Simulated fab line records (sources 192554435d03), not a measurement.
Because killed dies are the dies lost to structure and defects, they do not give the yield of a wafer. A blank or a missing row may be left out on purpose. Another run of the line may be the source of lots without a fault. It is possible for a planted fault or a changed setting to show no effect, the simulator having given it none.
Comparing a struck lot with a sound one -- flow n5 finfet -- 16 steps out of a route of 1938
Sound: these wafers, L248.1, L248.4, L248.5. Struck: wafer L262.3 (left out: L262.4, a lot-mate that was not struck); the cause follows at the end.
For every step that has rows: the tool of each side, followed by ch and its chambers, followed by its first start. Under that, the readings that differ: sound wafers -- struck wafers -- difference of the means -- sigmas: that difference in standard deviations of wafers without a fault.
alike: readings whose means differ by less than 2 such deviations, and words and numbers that are the same on both sides. not compared: withheld readings, readings that some wafer has no value for, bounds like >300 that may hide the same value, and numbers for which the record gives no deviation and whose values overlap.
Wherever a step has rows on one side only, a row that says differs or no value, or a row with sigmas, the two part there. Numbers that don't overlap but have no deviation are shown without sigmas and don't part them. A reading that every wafer of one side lacks parts them only if that side has two wafers or more.

first, 2 steps without rows for these wafers: N5_BEOL_M3_PEB_09 (peb time 60 s); N5_BEOL_M3_DEVELOP_10 (develop time 30 s).
N5_BEOL_M3_CD_MEAS_11: target cd 17.05 nm.
  sound on cd sem-01 ch 0, day 7 08:54; struck on cd sem-01 ch 0, day 11 14:11
  alike: cd nm
N5_BEOL_M3_OVL_MEAS_12:
  sound on overlay-02 ch 0, day 7 08:56; struck on overlay-02 ch 0, day 11 14:13
  alike: M3_OVL
N5_BEOL_M3_INSPECT_13: inspects for defects (brightfield).
  sound: defect inspect-01 at day 7 08:59; struck: defect inspect-01 at day 11 14:16
  alike: raw defect count
N5_BEOL_M3_DESCUM_16: chemistry O2, time 7 s.
  sound on rie diel-05 ch 0,1,3, day 7 09:01; struck on rie diel-03 ch 0, day 11 14:43
reading,sound,struck,difference,sigmas
rf vpp V (V),244.3 244.0 243.1,241.0,-2.8,-2
throttle valve pct (%),20.73 20.84 20.90,20.16,-0.66,-3
  alike: drypump motor current A, o2 flow sccm, oes product au, showerhead plenum p Torr, temp c
  not compared: rf hours counter h
N5_BEOL_M3_ETCH_74: etches underlayer in N2/H2, target depth 6.5 nm, time 5.2 s.
  sound on rie diel-05 ch 0,1,3, day 7 09:04; struck on rie diel-03 ch 0, day 11 14:45
reading,sound,struck,difference,sigmas
throttle valve pct (%),18.13 18.16 18.20,17.57,-0.59,-2
  alike: drypump motor current A, etch rf on time s, oes product au, rf vpp V, showerhead plenum p Torr
  not compared: rf hours counter h
then, 1 step without rows for these wafers: N5_BEOL_M3_ETCH_63 (etches SiARC in CF4, target depth 15.6 nm, time 26 s).
N5_BEOL_M3_ETCH_64: etches SOC in N2/H2, target depth 75 nm, overetch 15 nm, time 112.5 s.
  sound on rie diel-05 ch 0,1,3, day 7 09:06; struck on rie diel-03 ch 0, day 11 14:47
reading,sound,struck,difference,sigmas
throttle valve pct (%),18.09 18.10 18.18,17.54,-0.58,-2
  alike: drypump motor current A, oes product au, rf vpp V, showerhead plenum p Torr, temp c
  not compared: rf hours counter h
then, 2 steps without rows for these wafers: N5_BEOL_M3_STRIP_65 (strips in N2/H2); N5_BEOL_M3_STRIP_75 (strips in N2/H2).
N5_BEOL_M3_STRIP_66: strips in CF4.
  sound on rie diel-05 ch 0,1,3, day 7 09:14; struck on rie diel-03 ch 0, day 11 14:55
reading,sound,struck,difference,sigmas
throttle valve pct (%),13.80 13.95 14.08,13.42,-0.52,-2
  alike: drypump motor current A, oes product au, rf vpp V, showerhead plenum p Torr
  not compared: rf hours counter h
N5_BEOL_M3_HM_OPEN_17: chemistry Cl2/BCl3, target TiN, target depth 20 nm, overetch 6 nm.
  sound on rie metal-03 ch 0,1, day 7 09:17; struck on rie metal-03 ch 0, day 11 14:59
reading,sound,struck,difference,sigmas
model.SOC_of_BEOL_M3_COAT_61.thk nm (nm),52.4 52.2 52.2,47.2,-5.1,
model.BEOL_M3.cd offset nm (nm),0.2 0.2 0,0.4,+0.3,
  alike: drypump motor current A, oes product au, throttle valve pct
  not compared: rf hours counter h
N5_BEOL_M3_STRIP_19: strips in O2.
  sound on rie diel-03 ch 0,1,3, day 7 09:23; struck on rie diel-05 ch 1, day 11 15:04
reading,sound,struck,difference,sigmas
o2 flow sccm (sccm),224.7 225.7 225.1,223.2,-2.0,-3
  alike: drypump motor current A, oes product au, rf vpp V, showerhead plenum p Torr, temp c, throttle valve pct
  not compared: rf hours counter h
N5_BEOL_M4_RC_MEAS_101:
  sound on prober-02 ch 0, day 8 05:33; struck on prober-02 ch 0, day 12 08:13
reading,sound,struck,difference,sigmas
DIBL_N (mV/V),35.1 34.5 37.4,38.8,+3.1,+2
DIBL_P (mV/V),33.4 33.2 37.0,38.8,+4.3,+3
IOFF_P (nA/um),0.177 0.177 0.226,0.260,+0.067,+2
  alike: IOFF_N, ION_N, ION_P, SS_N, SS_P, VT_N, VT_P
after that, 1 step had no rows for these wafers: N5_PASSIVATION_PROBE_49.

## WHERE THEY PART
At N5_BEOL_M3_DESCUM_16 first; at N5_BEOL_M4_RC_MEAS_101 last (within this record only).

WHY: the cause the simulator had injected
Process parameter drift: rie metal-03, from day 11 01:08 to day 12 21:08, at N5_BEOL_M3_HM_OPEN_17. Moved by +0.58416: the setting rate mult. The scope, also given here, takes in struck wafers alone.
